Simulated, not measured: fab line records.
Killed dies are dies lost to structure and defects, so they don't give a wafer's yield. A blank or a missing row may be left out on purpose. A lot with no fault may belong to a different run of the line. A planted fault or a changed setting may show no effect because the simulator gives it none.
Which tool is to blame? :: flow nand-harc :: Sampling: 24 lots, 72 wafers, 4 of 1302 route steps

## WHAT THE GAUGES SHOWED, per wafer
NHARC_A_M1_CD_MEAS_16. Usual: cd-nm at 119.8 nm, with a standard deviation of 0.92.
lot: L075
measured: day 22 21:03
on: cd-sem-03
cd-nm (nm): 118.7 120.0 118.3
flag: 

lot: L074
measured: day 23 14:48
on: cd-sem-01
cd-nm (nm): 120.4 118.1 119.2
flag: 

lot: L076
measured: day 23 21:51
on: cd-sem-01
cd-nm (nm): 119.5 119.0 120.5
flag: 

lot: L077
measured: day 24 02:44
on: cd-sem-03
cd-nm (nm): 118.6 119.5 118.1
flag: 

lot: L078
measured: day 24 11:08
on: cd-sem-03
cd-nm (nm): 119.6 120.8 120.2
flag: 

lot: L079
measured: day 24 13:50
on: cd-sem-03
cd-nm (nm): 118.7 118.6 118.5
flag: 

lot: L082
measured: day 25 22:44
on: cd-sem-02
cd-nm (nm): 118.8 118.4 119.8
flag: 

lot: L081
measured: day 25 23:14
on: cd-sem-02
cd-nm (nm): 120.5 120.3 122.3
flag: 

lot: L080
measured: day 26 06:05
on: cd-sem-01
cd-nm (nm): 118.6 119.2 120.2
flag: 

lot: L083
measured: day 26 08:52
on: cd-sem-01
cd-nm (nm): 120.0 118.9 119.2
flag: 

lot: L084
measured: day 28 03:00
on: cd-sem-03
cd-nm (nm): 120.3 120.0 121.0
flag: 

lot: L086
measured: day 28 06:05
on: cd-sem-03
cd-nm (nm): 121.5 120.6 120.6
flag: 

lot: L085
measured: day 28 08:44
on: cd-sem-03
cd-nm (nm): 120.8 121.5 121.3
flag: 

lot: L087
measured: day 28 09:59
on: cd-sem-03
cd-nm (nm): 118.1 118.9 120.6
flag: 

lot: L089
measured: day 28 20:47
on: cd-sem-01
cd-nm (nm): 119.4 120.1 119.5
flag: 

lot: L088
measured: day 28 23:02
on: cd-sem-02
cd-nm (nm): 119.2 120.5 119.8
flag: 

lot: L092
measured: day 29 13:41
on: cd-sem-02
cd-nm (nm): 120.5 119.8 119.9
flag: 

lot: L090
measured: day 29 17:11
on: cd-sem-02
cd-nm (nm): 119.9 120.4 120.3
flag: 

lot: L091
measured: day 29 23:28
on: cd-sem-02
cd-nm (nm): 120.7 120.1 119.7
flag: 

lot: L093
measured: day 31 13:15
on: cd-sem-02
cd-nm (nm): 119.4 119.7 117.9
flag: 

lot: L095
measured: day 31 16:18
on: cd-sem-03
cd-nm (nm): 118.2 120.7 120.9
flag: 

lot: L097
measured: day 31 17:59
on: cd-sem-03
cd-nm (nm): 119.4 121.0 121.1
flag: 

lot: L094
measured: day 31 19:58
on: cd-sem-03
cd-nm (nm): 120.1 119.2 121.0
flag: 

lot: L096
measured: day 32 12:01
on: cd-sem-01
cd-nm (nm): 119.7 119.3 121.2
flag: 

## WHAT TOOL EACH LOT RAN ON (gives the tool, then ch and the chambers of the sampled wafers, and finally the start)
lot: L075
NHARC_A_CONTACT_ETCH_136: har-cap-etch-02 ch 0,1, day 22 06:50
NHARC_A_BLC_DEGAS_30: pvd-sputter-03, day 22 14:26
NHARC_A_M0_ETCH_34: rie-diel-12 ch 0,1,3, day 22 16:52

lot: L074
NHARC_A_CONTACT_ETCH_136: har-cap-etch-01 ch 0,1, day 23 01:49
NHARC_A_BLC_DEGAS_30: pvd-sputter-03, day 23 08:13
NHARC_A_M0_ETCH_34: rie-diel-10 ch 1,2,3, day 23 10:38

lot: L076
NHARC_A_CONTACT_ETCH_136: har-cap-etch-02 ch 0,1, day 23 08:22
NHARC_A_BLC_DEGAS_30: pvd-sputter-02, day 23 15:12
NHARC_A_M0_ETCH_34: rie-diel-10 ch 0,1, day 23 17:37

lot: L077
NHARC_A_CONTACT_ETCH_136: har-cap-etch-01 ch 0,1, day 23 13:39
NHARC_A_BLC_DEGAS_30: pvd-sputter-01, day 23 19:47
NHARC_A_M0_ETCH_34: rie-diel-09 ch 0,1,3, day 23 22:22

lot: L078
NHARC_A_CONTACT_ETCH_136: har-cap-etch-01 ch 0,1, day 23 21:29
NHARC_A_BLC_DEGAS_30: pvd-sputter-02, day 24 03:49
NHARC_A_M0_ETCH_34: rie-diel-12 ch 0,1,2, day 24 06:54

lot: L079
NHARC_A_CONTACT_ETCH_136: har-cap-etch-03 ch 0,1, day 24 00:28
NHARC_A_BLC_DEGAS_30: pvd-sputter-01, day 24 07:12
NHARC_A_M0_ETCH_34: rie-diel-12 ch 0,2,3, day 24 09:38

lot: L082
NHARC_A_CONTACT_ETCH_136: har-cap-etch-02 ch 0,1, day 25 09:11
NHARC_A_BLC_DEGAS_30: pvd-sputter-03, day 25 15:49
NHARC_A_M0_ETCH_34: rie-diel-12 ch 0,1,2, day 25 18:28

lot: L081
NHARC_A_CONTACT_ETCH_136: har-cap-etch-03 ch 0,1, day 25 10:06
NHARC_A_BLC_DEGAS_30: pvd-sputter-01, day 25 16:26
NHARC_A_M0_ETCH_34: rie-diel-10 ch 0,2, day 25 19:00

lot: L080
NHARC_A_CONTACT_ETCH_136: har-cap-etch-02 ch 0,1, day 25 17:11
NHARC_A_BLC_DEGAS_30: pvd-sputter-02, day 25 23:32
NHARC_A_M0_ETCH_34: rie-diel-12 ch 1,3, day 26 01:58

lot: L083
NHARC_A_CONTACT_ETCH_136: har-cap-etch-03 ch 1, day 25 19:28
NHARC_A_BLC_DEGAS_30: pvd-sputter-02, day 26 02:03
NHARC_A_M0_ETCH_34: rie-diel-09 ch 0,1,3, day 26 04:32

lot: L084
NHARC_A_CONTACT_ETCH_136: har-cap-etch-01 ch 0,1, day 27 14:19
NHARC_A_BLC_DEGAS_30: pvd-sputter-03, day 27 20:22
NHARC_A_M0_ETCH_34: rie-diel-10 ch 0,1, day 27 22:50

lot: L086
NHARC_A_CONTACT_ETCH_136: har-cap-etch-03 ch 0,1, day 27 16:31
NHARC_A_BLC_DEGAS_30: pvd-sputter-03, day 27 23:04
NHARC_A_M0_ETCH_34: rie-diel-12 ch 0,2, day 28 01:38

lot: L085
NHARC_A_CONTACT_ETCH_136: har-cap-etch-01 ch 0,1, day 27 16:44
NHARC_A_BLC_DEGAS_30: pvd-sputter-02, day 28 01:49
NHARC_A_M0_ETCH_34: rie-diel-09 ch 0,1,2, day 28 04:23

lot: L087
NHARC_A_CONTACT_ETCH_136: har-cap-etch-01 ch 0,1, day 27 19:09
NHARC_A_BLC_DEGAS_30: pvd-sputter-02, day 28 02:49
NHARC_A_M0_ETCH_34: rie-diel-09 ch 1,2,3, day 28 05:29

lot: L089
NHARC_A_CONTACT_ETCH_136: har-cap-etch-02 ch 0,1, day 28 06:59
NHARC_A_BLC_DEGAS_30: pvd-sputter-01, day 28 13:50
NHARC_A_M0_ETCH_34: rie-diel-10 ch 0,2,3, day 28 16:23

lot: L088
NHARC_A_CONTACT_ETCH_136: har-cap-etch-01 ch 0,1, day 28 10:08
NHARC_A_BLC_DEGAS_30: pvd-sputter-01, day 28 16:20
NHARC_A_M0_ETCH_34: rie-diel-12 ch 0,1, day 28 18:53

lot: L092
NHARC_A_CONTACT_ETCH_136: har-cap-etch-02 ch 0,1, day 29 00:32
NHARC_A_BLC_DEGAS_30: pvd-sputter-02, day 29 06:47
NHARC_A_M0_ETCH_34: rie-diel-12 ch 0,2,3, day 29 09:23

lot: L090
NHARC_A_CONTACT_ETCH_136: har-cap-etch-01 ch 0,1, day 29 04:08
NHARC_A_BLC_DEGAS_30: pvd-sputter-03, day 29 10:22
NHARC_A_M0_ETCH_34: rie-diel-12 ch 0,1, day 29 12:55

lot: L091
NHARC_A_CONTACT_ETCH_136: har-cap-etch-02 ch 0,1, day 29 09:40
NHARC_A_BLC_DEGAS_30: pvd-sputter-02, day 29 15:56
NHARC_A_M0_ETCH_34: rie-diel-10 ch 0,1, day 29 18:29

lot: L093
NHARC_A_CONTACT_ETCH_136: har-cap-etch-02 ch 0,1, day 30 23:41
NHARC_A_BLC_DEGAS_30: pvd-sputter-03, day 31 06:27
NHARC_A_M0_ETCH_34: rie-diel-10 ch 0,1,3, day 31 09:00

lot: L095
NHARC_A_CONTACT_ETCH_136: har-cap-etch-01 ch 0,1, day 31 03:07
NHARC_A_BLC_DEGAS_30: pvd-sputter-03, day 31 09:26
NHARC_A_M0_ETCH_34: rie-diel-12 ch 0,3, day 31 12:09

lot: L097
NHARC_A_CONTACT_ETCH_136: har-cap-etch-02 ch 0,1, day 31 04:56
NHARC_A_BLC_DEGAS_30: pvd-sputter-03, day 31 11:08
NHARC_A_M0_ETCH_34: rie-diel-09 ch 0,1,2, day 31 13:43

lot: L094
NHARC_A_CONTACT_ETCH_136: har-cap-etch-03 ch 0,1, day 31 06:43
NHARC_A_BLC_DEGAS_30: pvd-sputter-02, day 31 12:58
NHARC_A_M0_ETCH_34: rie-diel-09 ch 0,2,3, day 31 15:28

lot: L096
NHARC_A_CONTACT_ETCH_136: har-cap-etch-01 ch 0,1, day 31 22:40
NHARC_A_BLC_DEGAS_30: pvd-sputter-03, day 32 04:52
NHARC_A_M0_ETCH_34: rie-diel-12 ch 0,2,3, day 32 07:43
- NHARC_A_CONTACT_ETCH_136: etches the open film in C4F8/O2/Ar, time 311 s, target depth 1912 nm.
- NHARC_A_BLC_DEGAS_30: time 60 s.
- NHARC_A_M0_ETCH_34: etches the open film in N2/H2, target depth 40 nm, overetch 12 nm, time 43.94 s.

## AS READ BY THE TOOLS THEMSELVES (means over the sampled wafers that have a number; for cases with no such wafer, the mark the record gives instead)
NHARC_A_BLC_DEGAS_30. Usual: heater-power-w at 470 W, with a standard deviation of 47.
lot: L075
tool: pvd-sputter-03
heater-power-w (W): 447
flag: 

lot: L074
tool: pvd-sputter-03
heater-power-w (W): 457
flag: 

lot: L076
tool: pvd-sputter-02
heater-power-w (W): 517
flag: 

lot: L077
tool: pvd-sputter-01
heater-power-w (W): 469
flag: 

lot: L078
tool: pvd-sputter-02
heater-power-w (W): 494
flag: 

lot: L079
tool: pvd-sputter-01
heater-power-w (W): 477
flag: 

lot: L082
tool: pvd-sputter-03
heater-power-w (W): 412
flag: 

lot: L081
tool: pvd-sputter-01
heater-power-w (W): 453
flag: 

lot: L080
tool: pvd-sputter-02
heater-power-w (W): 517
flag: 

lot: L083
tool: pvd-sputter-02
heater-power-w (W): 520
flag: 

lot: L084
tool: pvd-sputter-03
heater-power-w (W): 439
flag: 

lot: L086
tool: pvd-sputter-03
heater-power-w (W): 469
flag: 

lot: L085
tool: pvd-sputter-02
heater-power-w (W): 500
flag: 

lot: L087
tool: pvd-sputter-02
heater-power-w (W): 480
flag: 

lot: L089
tool: pvd-sputter-01
heater-power-w (W): 455
flag: 

lot: L088
tool: pvd-sputter-01
heater-power-w (W): 492
flag: 

lot: L092
tool: pvd-sputter-02
heater-power-w (W): 498
flag: 

lot: L090
tool: pvd-sputter-03
heater-power-w (W): 440
flag: 

lot: L091
tool: pvd-sputter-02
heater-power-w (W): 474
flag: 

lot: L093
tool: pvd-sputter-03
heater-power-w (W): 450
flag: 

lot: L095
tool: pvd-sputter-03
heater-power-w (W): 449
flag: 

lot: L097
tool: pvd-sputter-03
heater-power-w (W): 488
flag: 

lot: L094
tool: pvd-sputter-02
heater-power-w (W): 507
flag: 

lot: L096
tool: pvd-sputter-03
heater-power-w (W): 491
flag: 

NHARC_A_M0_ETCH_34. Usual: bias-w 149.9 W, standard deviation 0.43; drypump-motor-current-A 5.7 A, standard deviation 0.31; oes-product-au 1.002 a.u., standard deviation 0.011; rf-vpp-V 431.5 V, standard deviation 2.8; showerhead-plenum-p-Torr 2.08 Torr, standard deviation 0.096; throttle-valve-pct 14.172 %, standard deviation 0.008.
lot: L075
tool: rie-diel-12
bias-w (W): 149.9
drypump-motor-current-A (A): 5.6
oes-product-au (a.u.): 1.013
rf-vpp-V (V): 431.3
showerhead-plenum-p-Torr (Torr): 2.10
throttle-valve-pct (%): 14.171
flag: 

lot: L074
tool: rie-diel-10
bias-w (W): 150.2
drypump-motor-current-A (A): 5.5
oes-product-au (a.u.): 1.000
rf-vpp-V (V): 431.6
showerhead-plenum-p-Torr (Torr): 2.09
throttle-valve-pct (%): 14.176
flag: 

lot: L076
tool: rie-diel-10
bias-w (W): 149.7
drypump-motor-current-A (A): 5.5
oes-product-au (a.u.): 0.991
rf-vpp-V (V): 430.5
showerhead-plenum-p-Torr (Torr): 2.06
throttle-valve-pct (%): 14.170
flag: 

lot: L077
tool: rie-diel-09
bias-w (W): 149.9
drypump-motor-current-A (A): 5.8
oes-product-au (a.u.): 1.009
rf-vpp-V (V): 433.2
showerhead-plenum-p-Torr (Torr): 2.12
throttle-valve-pct (%): 14.177
flag: 

lot: L078
tool: rie-diel-12
bias-w (W): 150.1
drypump-motor-current-A (A): 5.5
oes-product-au (a.u.): 1.006
rf-vpp-V (V): 430.1
showerhead-plenum-p-Torr (Torr): 2.01
throttle-valve-pct (%): 14.170
flag: 

lot: L079
tool: rie-diel-12
bias-w (W): 150.4
drypump-motor-current-A (A): 5.6
oes-product-au (a.u.): 1.004
rf-vpp-V (V): 429.4
showerhead-plenum-p-Torr (Torr): 2.00
throttle-valve-pct (%): 14.169
flag: 

lot: L082
tool: rie-diel-12
bias-w (W): 150.1
drypump-motor-current-A (A): 5.5
oes-product-au (a.u.): 1.009
rf-vpp-V (V): 429.3
showerhead-plenum-p-Torr (Torr): 2.01
throttle-valve-pct (%): 14.175
flag: 

lot: L081
tool: rie-diel-10
bias-w (W): 149.8
drypump-motor-current-A (A): 5.7
oes-product-au (a.u.): 0.989
rf-vpp-V (V): 431.4
showerhead-plenum-p-Torr (Torr): 2.10
throttle-valve-pct (%): 14.168
flag: 

lot: L080
tool: rie-diel-12
bias-w (W): 150.1
drypump-motor-current-A (A): 5.4
oes-product-au (a.u.): 1.003
rf-vpp-V (V): 434.4
showerhead-plenum-p-Torr (Torr): 2.17
throttle-valve-pct (%): 14.163
flag: 

lot: L083
tool: rie-diel-09
bias-w (W): 149.8
drypump-motor-current-A (A): 5.9
oes-product-au (a.u.): 1.004
rf-vpp-V (V): 432.8
showerhead-plenum-p-Torr (Torr): 2.12
throttle-valve-pct (%): 14.164
flag: 

lot: L084
tool: rie-diel-10
bias-w (W): 149.8
drypump-motor-current-A (A): 5.7
oes-product-au (a.u.): 1.004
rf-vpp-V (V): 432.4
showerhead-plenum-p-Torr (Torr): 2.09
throttle-valve-pct (%): 14.174
flag: 

lot: L086
tool: rie-diel-12
bias-w (W): 150.3
drypump-motor-current-A (A): 5.5
oes-product-au (a.u.): 1.008
rf-vpp-V (V): 427.1
showerhead-plenum-p-Torr (Torr): 1.92
throttle-valve-pct (%): 14.174
flag: 

lot: L085
tool: rie-diel-09
bias-w (W): 150.1
drypump-motor-current-A (A): 5.9
oes-product-au (a.u.): 1.007
rf-vpp-V (V): 433.0
showerhead-plenum-p-Torr (Torr): 2.11
throttle-valve-pct (%): 14.171
flag: 

lot: L087
tool: rie-diel-09
bias-w (W): 149.9
drypump-motor-current-A (A): 5.8
oes-product-au (a.u.): 1.004
rf-vpp-V (V): 433.3
showerhead-plenum-p-Torr (Torr): 2.13
throttle-valve-pct (%): 14.178
flag: 

lot: L089
tool: rie-diel-10
bias-w (W): 149.7
drypump-motor-current-A (A): 5.7
oes-product-au (a.u.): 0.993
rf-vpp-V (V): 432.8
showerhead-plenum-p-Torr (Torr): 2.11
throttle-valve-pct (%): 14.168
flag: 

lot: L088
tool: rie-diel-12
bias-w (W): 150.1
drypump-motor-current-A (A): 5.7
oes-product-au (a.u.): 1.005
rf-vpp-V (V): 429.9
showerhead-plenum-p-Torr (Torr): 2.03
throttle-valve-pct (%): 14.174
flag: 

lot: L092
tool: rie-diel-12
bias-w (W): 150.0
drypump-motor-current-A (A): 5.7
oes-product-au (a.u.): 0.996
rf-vpp-V (V): 429.4
showerhead-plenum-p-Torr (Torr): 2.00
throttle-valve-pct (%): 14.169
flag: 

lot: L090
tool: rie-diel-12
bias-w (W): 150.3
drypump-motor-current-A (A): 5.7
oes-product-au (a.u.): 1.011
rf-vpp-V (V): 429.5
showerhead-plenum-p-Torr (Torr): 2.03
throttle-valve-pct (%): 14.170
flag: 

lot: L091
tool: rie-diel-10
bias-w (W): 150.5
drypump-motor-current-A (A): 5.5
oes-product-au (a.u.): 1.003
rf-vpp-V (V): 431.0
showerhead-plenum-p-Torr (Torr): 2.06
throttle-valve-pct (%): 14.175
flag: 

lot: L093
tool: rie-diel-10
bias-w (W): 150.0
drypump-motor-current-A (A): 5.6
oes-product-au (a.u.): 1.009
rf-vpp-V (V): 432.4
showerhead-plenum-p-Torr (Torr): 2.11
throttle-valve-pct (%): 14.181
flag: 

lot: L095
tool: rie-diel-12
bias-w (W): 149.5
drypump-motor-current-A (A): 5.8
oes-product-au (a.u.): 0.999
rf-vpp-V (V): 429.9
showerhead-plenum-p-Torr (Torr): 2.02
throttle-valve-pct (%): 14.172
flag: 

lot: L097
tool: rie-diel-09
bias-w (W): 150.0
drypump-motor-current-A (A): 5.9
oes-product-au (a.u.): 0.996
rf-vpp-V (V): 432.4
showerhead-plenum-p-Torr (Torr): 2.11
throttle-valve-pct (%): 14.170
flag: 

lot: L094
tool: rie-diel-09
bias-w (W): 149.8
drypump-motor-current-A (A): 6.2
oes-product-au (a.u.): 1.010
rf-vpp-V (V): 433.2
showerhead-plenum-p-Torr (Torr): 2.13
throttle-valve-pct (%): 14.174
flag: 

lot: L096
tool: rie-diel-12
bias-w (W): 149.8
drypump-motor-current-A (A): 5.6
oes-product-au (a.u.): 0.996
rf-vpp-V (V): 428.4
showerhead-plenum-p-Torr (Torr): 2.00
throttle-valve-pct (%): 14.178
flag: 

## THE ANSWER, worked out from the rows above alone
Rule: a lot is off if the mean of its wafers that have a number lies more than 3 standard deviations from the usual mean. A lot without any number at a reading at which 4 lots or more have one is off too. All remaining lots with rows at the step are treated as sound. After the gauges, taken in route order, come the tools' own readings; for these a lot's mean is taken, as printed above. At the first step where some lot is off, the reading lying furthest off is the one used; lots without a number count as furthest.
None of the lots is off at any reading shown; this tells nothing.

## WHAT WAS PUT IN BY THE SIMULATOR
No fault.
